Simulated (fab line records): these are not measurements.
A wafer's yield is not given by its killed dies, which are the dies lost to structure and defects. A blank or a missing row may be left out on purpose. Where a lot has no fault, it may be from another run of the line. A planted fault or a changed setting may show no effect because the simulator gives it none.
Comparing a struck lot with a sound one + flow n5-finfet + 16 out of 1938 route steps
Sound: the wafers L775.1, L775.3, L775.6. Struck: wafer L787.4; the same lot's L787.5 was not struck, so it is left out; see the end for the cause.
At each step with rows: each side's tool, then ch and its chambers, then its first start. Under that, the readings that differ: sound wafers + struck wafers + difference of the means + sigmas: that difference in standard deviations of wafers without a fault.
alike: words and numbers the same on both sides, and readings whose means are apart by under 2 such deviations; not compared: readings that were withheld, readings missing a value for some wafer, numbers with overlapping values and no deviation given by the record, and bounds like >300 which may hide the same value.
Wherever a step has rows on one side only, a row that says differs or no value, or a row with sigmas, the two part there. Numbers that have no deviation but don't overlap get no sigmas and don't part them. A reading that every wafer of one side lacks parts them only if that side has two wafers or more.

first, 2 steps without rows for these wafers: N5_BEOL_M2_SPUTTER_90 (material Cu, target thk 4.5 nm, time 8.29 s); N5_BEOL_M2_ANNEAL_91 (time 240 s).
N5_BEOL_M2_SPUTTER_92: material Cu, target thk 4.5 nm, time 8.29 s.
  sound: pvd-sputter-03 at day 8 03:28; struck: pvd-sputter-01 at day 10 19:25
  alike: throttle-valve-pct
then, 1 step without rows for these wafers: N5_BEOL_M2_ANNEAL_93 (time 240 s).
N5_BEOL_M2_SPUTTER_94: material Cu, target thk 4.5 nm, time 8.29 s.
  sound: pvd-sputter-03 at day 8 03:41; struck: pvd-sputter-01 at day 10 19:38
  alike: throttle-valve-pct
then, 3 steps without rows for these wafers: N5_BEOL_M2_ANNEAL_95 (time 240 s); N5_BEOL_M2_SPUTTER_96 (material Cu, target thk 4.5 nm, time 8.29 s); N5_BEOL_M2_ECD_50 (material Cu, target thk 300 nm).
N5_BEOL_M2_ANNEAL_51: time 90 s.
  sound on rtp-anneal-02 ch 0, day 8 04:07; struck on rtp-anneal-01 ch 0, day 10 20:11
  alike: wafer_temp_C_max
N5_BEOL_M2_CMP_52: polishes, stops on SiOC, t overpolish 6.8 s, target thk 40 nm.
  sound on cmp-01 ch 0,1, day 8 04:25; struck on cmp-01 ch 2, day 10 20:20
  alike: barrier-field-endpoint-s, motor-current-A, overpolish-run-s, time-to-endpoint-s
N5_BEOL_M2_THK_MEAS_53: measures by xrf.
  sound: film-metro-01 at day 8 04:42; struck: film-metro-02 at day 10 20:38
  alike: M2_THK
N5_BEOL_M2_PRE_CLEAN_60: time 15 s.
  sound on cvd-co-01 ch 1,2, day 8 04:44; struck on cvd-co-02 ch 2, day 10 20:41
| reading            | sound             | struck | difference | sigmas |
|--------------------|-------------------|--------|------------|--------|
| rf-fwd-power-W (W) | 295.7 295.6 294.0 | 298.3  | +3.2       | +2     |
  alike: heater-power-w
N5_BEOL_M2_CO_CAP_55: material Co, precursor CCTBA/H2, target thk 2 nm, time 102.1 s.
  sound on cvd-co-01 ch 1,2, day 8 04:47; struck on cvd-co-02 ch 2, day 10 20:45
| reading                                   | sound             | struck | difference | sigmas |
|-------------------------------------------|-------------------|--------|------------|--------|
| run-length-s (s)                          | 125.0 123.5 123.8 | 156.9  | +32.8      | +56    |
| model.Co_of_BEOL_M2_CO_CAP_55.thk-nm (nm) | 2 2 2             | 2.6    | +0.6       |        |
  alike: heater-power-w
then, 1 step without rows for these wafers: N5_BEOL_M2_PRE_CLEAN_56 (time 15 s).
N5_BEOL_M4_RC_MEAS_101:
  sound on prober-02 ch 0, day 10 07:56; struck on prober-02 ch 0, day 12 14:23
| reading        | sound          | struck | difference | sigmas |
|----------------|----------------|--------|------------|--------|
| DIBL_N (mV/V)  | 33.7 36.6 35.1 | 40.4   | +5.3       | +3     |
| IOFF_N (nA/um) | 0.12 0.16 0.13 | 0.28   | +0.14      | +3     |
| SS_N (mV/dec)  | 70.5 71.5 71.1 | 73.8   | +2.8       | +4     |
| SS_P (mV/dec)  | 73.0 73.0 72.8 | 74.6   | +1.7       | +2     |
  alike: DIBL_P, IOFF_P, ION_N, ION_P, VT_N, VT_P
N5_PASSIVATION_PROBE_49:
  rows exist in the record for the sound wafers here (prober-01, day 15 02:16), none for the struck ones

== WHERE THEY PART ==
Earliest at N5_BEOL_M2_PRE_CLEAN_60; latest, in this record, at N5_PASSIVATION_PROBE_49.

WHY: whatever the simulator had introduced
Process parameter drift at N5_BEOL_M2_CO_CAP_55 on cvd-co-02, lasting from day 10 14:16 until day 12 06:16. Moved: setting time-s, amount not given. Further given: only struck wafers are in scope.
